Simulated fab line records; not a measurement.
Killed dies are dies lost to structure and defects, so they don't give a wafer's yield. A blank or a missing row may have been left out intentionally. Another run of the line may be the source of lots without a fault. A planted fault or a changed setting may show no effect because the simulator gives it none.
What tool caused it? || flow n5 finfet || 8 lots with 24 wafers sampled at 5 steps, on a route of 1938 steps

WHAT EACH GAUGE READ, for each wafer
N5_BEOL_M4_RC_MEAS_101. Usual: DIBL_N 36.3 mV/V, standard deviation 1.7; DIBL_P 36.5 mV/V, standard deviation 2.1; IOFF_N 0.16 nA/um, standard deviation 0.03; IOFF_P 0.22 nA/um, standard deviation 0.035; ION_N 675 uA/um, standard deviation 11; ION_P 465 uA/um, standard deviation 7.1; SS_N 71.5 mV/dec, standard deviation 0.62; SS_P 73.3 mV/dec, standard deviation 0.64; VT_N 250 mV, standard deviation 3.1; VT_P -249.1 mV, standard deviation 3.
{"lot": "L425", "measured": "day 9 03:23", "on": "prober-01", "DIBL_N (mV/V)": "36.4 33.1 37.8", "DIBL_P (mV/V)": "36.4 32.5 39.1", "IOFF_N (nA/um)": "0.16 0.11 0.21", "IOFF_P (nA/um)": "0.19 0.16 0.25", "ION_N (uA/um)": "669 671 688", "ION_P (uA/um)": "456 460 472", "SS_N (mV/dec)": "71.9 71.3 72.2", "SS_P (mV/dec)": "73.9 72.4 74.0", "VT_N (mV)": "251 254 243", "VT_P (mV)": "-253.5 -256.4 -246.4", "flag": ""}
{"lot": "L439", "measured": "day 13 15:39", "on": "prober-02", "DIBL_N (mV/V)": "37.7 37.1 35.4", "DIBL_P (mV/V)": "38.0 36.4 35.3", "IOFF_N (nA/um)": "0.17 0.16 0.13", "IOFF_P (nA/um)": "0.21 0.19 0.18", "ION_N (uA/um)": "679 667 665", "ION_P (uA/um)": "457 447 458", "SS_N (mV/dec)": "72.3 72.0 71.1", "SS_P (mV/dec)": "73.4 72.9 73.0", "VT_N (mV)": "250 253 252", "VT_P (mV)": "-251.3 -255.7 -252.1", "flag": ""}
{"lot": "L440", "measured": "day 13 20:59", "on": "prober-01", "DIBL_N (mV/V)": "38.4 36.6 37.4", "DIBL_P (mV/V)": "36.9 34.3 36.5", "IOFF_N (nA/um)": "0.19 0.15 0.18", "IOFF_P (nA/um)": "0.25 0.21 0.24", "ION_N (uA/um)": "681 674 694", "ION_P (uA/um)": "468 468 474", "SS_N (mV/dec)": "72.3 71.7 71.3", "SS_P (mV/dec)": "73.4 73.4 73.3", "VT_N (mV)": "246 248 246", "VT_P (mV)": "-245.4 -246.7 -247.4", "flag": ""}
{"lot": "L436", "measured": "day 14 13:00", "on": "prober-02", "DIBL_N (mV/V)": "32.9 33.7 33.4", "DIBL_P (mV/V)": "34.5 35.4 34.9", "IOFF_N (nA/um)": "0.14 0.14 0.14", "IOFF_P (nA/um)": "0.19 0.20 0.19", "ION_N (uA/um)": "678 661 660", "ION_P (uA/um)": "462 459 459", "SS_N (mV/dec)": "71.1 71.2 70.5", "SS_P (mV/dec)": "73.4 72.9 73.0", "VT_N (mV)": "249 249 252", "VT_P (mV)": "-251.0 -253.3 -251.4", "flag": ""}
{"lot": "L438", "measured": "day 14 18:15", "on": "prober-02", "DIBL_N (mV/V)": "37.5 37.8 39.2", "DIBL_P (mV/V)": "38.0 36.8 38.9", "IOFF_N (nA/um)": "0.18 0.17 0.20", "IOFF_P (nA/um)": "0.28 0.24 0.26", "ION_N (uA/um)": "662 678 672", "ION_P (uA/um)": "460 466 456", "SS_N (mV/dec)": "71.3 72.0 72.5", "SS_P (mV/dec)": "73.8 73.4 73.3", "VT_N (mV)": "248 251 247", "VT_P (mV)": "-245.2 -246.1 -245.9", "flag": ""}
{"lot": "L443", "measured": "day 14 20:30", "on": "prober-02", "DIBL_N (mV/V)": "36.4 34.0 36.9", "DIBL_P (mV/V)": "38.1 35.8 38.7", "IOFF_N (nA/um)": "0.16 0.13 0.19", "IOFF_P (nA/um)": "0.23 0.20 0.24", "ION_N (uA/um)": "671 686 691", "ION_P (uA/um)": "467 475 480", "SS_N (mV/dec)": "71.5 70.5 71.2", "SS_P (mV/dec)": "73.8 73.1 73.9", "VT_N (mV)": "252 253 245", "VT_P (mV)": "-246.8 -248.7 -246.6", "flag": ""}

WHAT TOOL EACH LOT RAN ON (gives the tool, then ch and the chambers of the sampled wafers, and finally the start)
{"lot": "L425", "N5_BEOL_M2_ETCH_77": "rie diel-05 ch 0,2,3, day 7 21:08", "N5_BEOL_M2_ETCHBACK_99": "rie diel-05 ch 0,1,3, day 8 00:34", "N5_BEOL_M2_ETCH_70": "rie diel-05 ch 0,1,3, day 8 00:36", "N5_BEOL_M2_STRIP_36": "rie diel-05 ch 0,1,3, day 8 00:46"}
{"lot": "L432", "N5_BEOL_M2_ETCH_77": "rie diel-06 ch 0,1, day 12 00:11", "N5_BEOL_M2_ETCHBACK_99": "rie diel-06 ch 0,1,3, day 12 01:13", "N5_BEOL_M2_ETCH_70": "rie diel-06 ch 0,1,3, day 12 01:15", "N5_BEOL_M2_STRIP_36": "rie diel-06 ch 0,1,3, day 12 01:25"}
{"lot": "L435", "N5_BEOL_M2_ETCH_77": "rie diel-06 ch 0,2, day 12 02:44", "N5_BEOL_M2_ETCHBACK_99": "rie diel-05 ch 1,2, day 12 07:40", "N5_BEOL_M2_ETCH_70": "rie diel-05 ch 1,2, day 12 07:43", "N5_BEOL_M2_STRIP_36": "rie diel-05 ch 1,2, day 12 07:53"}
{"lot": "L439", "N5_BEOL_M2_ETCH_77": "rie diel-01 ch 0,1,3, day 12 03:43", "N5_BEOL_M2_ETCHBACK_99": "rie diel-06 ch 0,1,3, day 12 09:08", "N5_BEOL_M2_ETCH_70": "rie diel-06 ch 0,1,3, day 12 09:11", "N5_BEOL_M2_STRIP_36": "rie diel-06 ch 0,1,3, day 12 09:20"}
{"lot": "L440", "N5_BEOL_M2_ETCH_77": "rie diel-01 ch 0,2,3, day 12 05:02", "N5_BEOL_M2_ETCHBACK_99": "rie diel-05 ch 0,2,3, day 12 10:07", "N5_BEOL_M2_ETCH_70": "rie diel-05 ch 0,2,3, day 12 10:09", "N5_BEOL_M2_STRIP_36": "rie diel-05 ch 0,2,3, day 12 10:19"}
{"lot": "L436", "N5_BEOL_M2_ETCH_77": "rie diel-06 ch 1,3, day 12 06:31", "N5_BEOL_M2_ETCHBACK_99": "rie diel-05 ch 0,1,3, day 12 10:36", "N5_BEOL_M2_ETCH_70": "rie diel-05 ch 0,1,3, day 12 10:38", "N5_BEOL_M2_STRIP_36": "rie diel-05 ch 0,1,3, day 12 10:49"}
{"lot": "L438", "N5_BEOL_M2_ETCH_77": "rie diel-01 ch 2,3, day 12 06:55", "N5_BEOL_M2_ETCHBACK_99": "rie diel-06 ch 1,2, day 12 10:44", "N5_BEOL_M2_ETCH_70": "rie diel-06 ch 1,2, day 12 10:46", "N5_BEOL_M2_STRIP_36": "rie diel-06 ch 1,2, day 12 10:56"}
{"lot": "L443", "N5_BEOL_M2_ETCH_77": "rie diel-01 ch 1,2,3, day 12 10:06", "N5_BEOL_M2_ETCHBACK_99": "rie diel-05 ch 0,1,2, day 12 13:21", "N5_BEOL_M2_ETCH_70": "rie diel-05 ch 0,1,2, day 12 13:25", "N5_BEOL_M2_STRIP_36": "rie diel-05 ch 0,1,2, day 12 13:33"}
- N5_BEOL_M2_ETCH_77: etches underlayer in N2/H2, target depth 6.5 nm, time 5.2 s.
- N5_BEOL_M2_ETCHBACK_99: etches SiO2 in CHF3, target depth 5 nm, time 10.4 s.
- N5_BEOL_M2_ETCH_70: etches SOC in N2/H2, target depth 80 nm, overetch 24 nm, time 130 s.
- N5_BEOL_M2_STRIP_36: strips in N2/H2.

AS READ BY THE TOOLS THEMSELVES (means over the sampled wafers that have a number; for cases with no such wafer, the mark the record gives instead)
N5_BEOL_M2_ETCH_77. Usual: drypump motor current A 5.7 A, standard deviation 0.42; etch rf on time s 5.19 s, standard deviation 0.16; oes product au 0.69 a.u., standard deviation 0.074; rf vpp V 523.3 V, standard deviation 2.2; showerhead plenum p Torr 2.53 Torr, standard deviation 0.06; throttle valve pct 17.8 %, standard deviation 0.33.
{"lot": "L425", "tool": "rie diel-05", "drypump motor current A (A)": 6.1, "etch rf on time s (s)": 5.09, "oes product au (a.u.)": 0.76, "rf vpp V (V)": 523.2, "showerhead plenum p Torr (Torr)": 2.54, "throttle valve pct (%)": 17.6, "flag": ""}
{"lot": "L432", "tool": "rie diel-06", "drypump motor current A (A)": 5.3, "etch rf on time s (s)": 5.33, "oes product au (a.u.)": 0.61, "rf vpp V (V)": 522.7, "showerhead plenum p Torr (Torr)": 2.46, "throttle valve pct (%)": 18.0, "flag": ""}
{"lot": "L435", "tool": "rie diel-06", "drypump motor current A (A)": 4.9, "etch rf on time s (s)": 5.28, "oes product au (a.u.)": 0.67, "rf vpp V (V)": 525.4, "showerhead plenum p Torr (Torr)": 2.56, "throttle valve pct (%)": 18.0, "flag": ""}
{"lot": "L439", "tool": "rie diel-01", "drypump motor current A (A)": 5.9, "etch rf on time s (s)": 5.09, "oes product au (a.u.)": 0.70, "rf vpp V (V)": 525.0, "showerhead plenum p Torr (Torr)": 2.56, "throttle valve pct (%)": 17.7, "flag": ""}
{"lot": "L440", "tool": "rie diel-01", "drypump motor current A (A)": 5.7, "etch rf on time s (s)": 5.23, "oes product au (a.u.)": 0.70, "rf vpp V (V)": 522.4, "showerhead plenum p Torr (Torr)": 2.54, "throttle valve pct (%)": 17.9, "flag": ""}
{"lot": "L436", "tool": "rie diel-06", "drypump motor current A (A)": 5.5, "etch rf on time s (s)": 5.31, "oes product au (a.u.)": 0.71, "rf vpp V (V)": 520.2, "showerhead plenum p Torr (Torr)": 2.46, "throttle valve pct (%)": 17.7, "flag": ""}
{"lot": "L438", "tool": "rie diel-01", "drypump motor current A (A)": 5.8, "etch rf on time s (s)": 5.23, "oes product au (a.u.)": 0.65, "rf vpp V (V)": 522.5, "showerhead plenum p Torr (Torr)": 2.54, "throttle valve pct (%)": 18.2, "flag": ""}
{"lot": "L443", "tool": "rie diel-01", "drypump motor current A (A)": 5.8, "etch rf on time s (s)": 5.22, "oes product au (a.u.)": 0.66, "rf vpp V (V)": 524.0, "showerhead plenum p Torr (Torr)": 2.52, "throttle valve pct (%)": 18.0, "flag": ""}

N5_BEOL_M2_ETCHBACK_99. Usual: CHF3_flow_sccm 12.01 sccm, standard deviation 0.035; bias w 47.01 W, standard deviation 0.13; drypump motor current A 5.8 A, standard deviation 0.4; mfc ar sccm 200.0 sccm, standard deviation 0.57; oes product au 0.82 a.u., standard deviation 0.099; rf vpp V 241 V, standard deviation 4.2; showerhead plenum p Torr 2.13 Torr, standard deviation 0.054; throttle valve pct 16.98 %, standard deviation 0.3.
{"lot": "L425", "tool": "rie diel-05", "CHF3_flow_sccm (sccm)": 12.01, "bias w (W)": 47.03, "drypump motor current A (A)": 6.0, "mfc ar sccm (sccm)": 199.7, "oes product au (a.u.)": 0.78, "rf vpp V (V)": 242, "showerhead plenum p Torr (Torr)": 2.10, "throttle valve pct (%)": 17.06, "flag": ""}
{"lot": "L432", "tool": "rie diel-06", "CHF3_flow_sccm (sccm)": "-", "bias w (W)": "-", "drypump motor current A (A)": "-", "mfc ar sccm (sccm)": "-", "oes product au (a.u.)": "-", "rf vpp V (V)": "-", "showerhead plenum p Torr (Torr)": "-", "throttle valve pct (%)": "-", "flag": "OFF"}
{"lot": "L435", "tool": "rie diel-05", "CHF3_flow_sccm (sccm)": "-", "bias w (W)": "-", "drypump motor current A (A)": "-", "mfc ar sccm (sccm)": "-", "oes product au (a.u.)": "-", "rf vpp V (V)": "-", "showerhead plenum p Torr (Torr)": "-", "throttle valve pct (%)": "-", "flag": "OFF"}
{"lot": "L439", "tool": "rie diel-06", "CHF3_flow_sccm (sccm)": 11.98, "bias w (W)": 47.09, "drypump motor current A (A)": 5.5, "mfc ar sccm (sccm)": 200.4, "oes product au (a.u.)": 0.80, "rf vpp V (V)": 236, "showerhead plenum p Torr (Torr)": 2.10, "throttle valve pct (%)": 16.92, "flag": ""}
{"lot": "L440", "tool": "rie diel-05", "CHF3_flow_sccm (sccm)": 12.00, "bias w (W)": 47.03, "drypump motor current A (A)": 6.1, "mfc ar sccm (sccm)": 200.1, "oes product au (a.u.)": 0.90, "rf vpp V (V)": 241, "showerhead plenum p Torr (Torr)": 2.14, "throttle valve pct (%)": 16.76, "flag": ""}
{"lot": "L436", "tool": "rie diel-05", "CHF3_flow_sccm (sccm)": 12.00, "bias w (W)": 47.04, "drypump motor current A (A)": 6.0, "mfc ar sccm (sccm)": 200.4, "oes product au (a.u.)": 0.83, "rf vpp V (V)": 243, "showerhead plenum p Torr (Torr)": 2.08, "throttle valve pct (%)": 16.97, "flag": ""}
{"lot": "L438", "tool": "rie diel-06", "CHF3_flow_sccm (sccm)": 12.04, "bias w (W)": 47.09, "drypump motor current A (A)": 4.8, "mfc ar sccm (sccm)": 200.6, "oes product au (a.u.)": 0.76, "rf vpp V (V)": 243, "showerhead plenum p Torr (Torr)": 2.11, "throttle valve pct (%)": 17.22, "flag": ""}
{"lot": "L443", "tool": "rie diel-05", "CHF3_flow_sccm (sccm)": 12.04, "bias w (W)": 46.98, "drypump motor current A (A)": 5.9, "mfc ar sccm (sccm)": 199.8, "oes product au (a.u.)": 0.85, "rf vpp V (V)": 240, "showerhead plenum p Torr (Torr)": 2.12, "throttle valve pct (%)": 17.02, "flag": ""}

N5_BEOL_M2_ETCH_70. Usual: drypump motor current A 5.8 A, standard deviation 0.41; oes product au 0.60 a.u., standard deviation 0.068; rf vpp V 523.3 V, standard deviation 2; showerhead plenum p Torr 2.52 Torr, standard deviation 0.063; temp c 40.00 C, standard deviation 0.1; throttle valve pct 17.8 %, standard deviation 0.32.
{"lot": "L425", "tool": "rie diel-05", "drypump motor current A (A)": 6.0, "oes product au (a.u.)": 0.57, "rf vpp V (V)": 522.0, "showerhead plenum p Torr (Torr)": 2.48, "temp c (C)": 40.01, "throttle valve pct (%)": 17.8, "flag": ""}
{"lot": "L432", "tool": "rie diel-06", "drypump motor current A (A)": 5.5, "oes product au (a.u.)": 0.59, "rf vpp V (V)": 522.7, "showerhead plenum p Torr (Torr)": 2.49, "temp c (C)": 39.89, "throttle valve pct (%)": 17.7, "flag": ""}
{"lot": "L435", "tool": "rie diel-05", "drypump motor current A (A)": 6.0, "oes product au (a.u.)": 0.60, "rf vpp V (V)": 523.4, "showerhead plenum p Torr (Torr)": 2.51, "temp c (C)": 40.02, "throttle valve pct (%)": 17.6, "flag": ""}
{"lot": "L439", "tool": "rie diel-06", "drypump motor current A (A)": 5.5, "oes product au (a.u.)": 0.59, "rf vpp V (V)": 522.6, "showerhead plenum p Torr (Torr)": 2.49, "temp c (C)": 40.03, "throttle valve pct (%)": 17.7, "flag": ""}
{"lot": "L440", "tool": "rie diel-05", "drypump motor current A (A)": 6.1, "oes product au (a.u.)": 0.66, "rf vpp V (V)": 522.4, "showerhead plenum p Torr (Torr)": 2.53, "temp c (C)": 40.02, "throttle valve pct (%)": 17.5, "flag": ""}
{"lot": "L436", "tool": "rie diel-05", "drypump motor current A (A)": 6.0, "oes product au (a.u.)": 0.60, "rf vpp V (V)": 521.2, "showerhead plenum p Torr (Torr)": 2.47, "temp c (C)": 39.92, "throttle valve pct (%)": 17.8, "flag": ""}
{"lot": "L438", "tool": "rie diel-06", "drypump motor current A (A)": 4.8, "oes product au (a.u.)": 0.55, "rf vpp V (V)": 522.7, "showerhead plenum p Torr (Torr)": 2.50, "temp c (C)": 40.04, "throttle valve pct (%)": 18.1, "flag": ""}
{"lot": "L443", "tool": "rie diel-05", "drypump motor current A (A)": 5.9, "oes product au (a.u.)": 0.62, "rf vpp V (V)": 523.2, "showerhead plenum p Torr (Torr)": 2.49, "temp c (C)": 40.05, "throttle valve pct (%)": 17.8, "flag": ""}

N5_BEOL_M2_STRIP_36. Usual: drypump motor current A 5.8 A, standard deviation 0.41; oes product au 0.82 a.u., standard deviation 0.1; rf vpp V 59.0 V, standard deviation 1.5; showerhead plenum p Torr 2.52 Torr, standard deviation 0.063; temp c 39.98 C, standard deviation 0.12; throttle valve pct 23.6 %, standard deviation 0.36.
{"lot": "L425", "tool": "rie diel-05", "drypump motor current A (A)": 6.1, "oes product au (a.u.)": 0.78, "rf vpp V (V)": 58.6, "showerhead plenum p Torr (Torr)": 2.47, "temp c (C)": 40.01, "throttle valve pct (%)": 23.7, "flag": ""}
{"lot": "L432", "tool": "rie diel-06", "drypump motor current A (A)": 5.5, "oes product au (a.u.)": 0.81, "rf vpp V (V)": 60.5, "showerhead plenum p Torr (Torr)": 2.48, "temp c (C)": 39.95, "throttle valve pct (%)": 23.6, "flag": ""}
{"lot": "L435", "tool": "rie diel-05", "drypump motor current A (A)": 6.0, "oes product au (a.u.)": 0.81, "rf vpp V (V)": 57.5, "showerhead plenum p Torr (Torr)": 2.51, "temp c (C)": 39.93, "throttle valve pct (%)": 23.5, "flag": ""}
{"lot": "L439", "tool": "rie diel-06", "drypump motor current A (A)": 5.5, "oes product au (a.u.)": 0.81, "rf vpp V (V)": 60.7, "showerhead plenum p Torr (Torr)": 2.48, "temp c (C)": 40.02, "throttle valve pct (%)": 23.6, "flag": ""}
{"lot": "L440", "tool": "rie diel-05", "drypump motor current A (A)": 6.1, "oes product au (a.u.)": 0.90, "rf vpp V (V)": 60.4, "showerhead plenum p Torr (Torr)": 2.52, "temp c (C)": 39.84, "throttle valve pct (%)": 23.5, "flag": ""}
{"lot": "L436", "tool": "rie diel-05", "drypump motor current A (A)": 6.1, "oes product au (a.u.)": 0.82, "rf vpp V (V)": 58.5, "showerhead plenum p Torr (Torr)": 2.46, "temp c (C)": 39.79, "throttle valve pct (%)": 23.6, "flag": ""}
{"lot": "L438", "tool": "rie diel-06", "drypump motor current A (A)": 4.8, "oes product au (a.u.)": 0.75, "rf vpp V (V)": 59.0, "showerhead plenum p Torr (Torr)": 2.50, "temp c (C)": 39.90, "throttle valve pct (%)": 23.9, "flag": ""}
{"lot": "L443", "tool": "rie diel-05", "drypump motor current A (A)": 5.8, "oes product au (a.u.)": 0.83, "rf vpp V (V)": 58.5, "showerhead plenum p Torr (Torr)": 2.49, "temp c (C)": 39.92, "throttle valve pct (%)": 23.6, "flag": ""}

THE ANSWER, worked out from the rows above alone
Rule: take the mean of a lot's wafers that have a number; if it is more than 3 standard deviations from the usual mean, the lot is off. A lot without any number at a reading at which 4 lots or more have one is off too. All remaining lots with rows at the step are treated as sound. The gauges are gone through in route order, then the tools' own readings, and for those a lot's mean is taken as printed above. At the first step where some lot is off, the reading lying furthest off is the one used; lots without a number count as furthest.
Off: L432, L435, at N5_BEOL_M2_ETCHBACK_99 (CHF3_flow_sccm). Without a number there: L432, L435.
A tool fits if, at that step or a process step before it, it ran every lot that is off, and no sound lot after the first of them. None of those tried fits.

WHAT THE SIMULATOR HAD INSERTED
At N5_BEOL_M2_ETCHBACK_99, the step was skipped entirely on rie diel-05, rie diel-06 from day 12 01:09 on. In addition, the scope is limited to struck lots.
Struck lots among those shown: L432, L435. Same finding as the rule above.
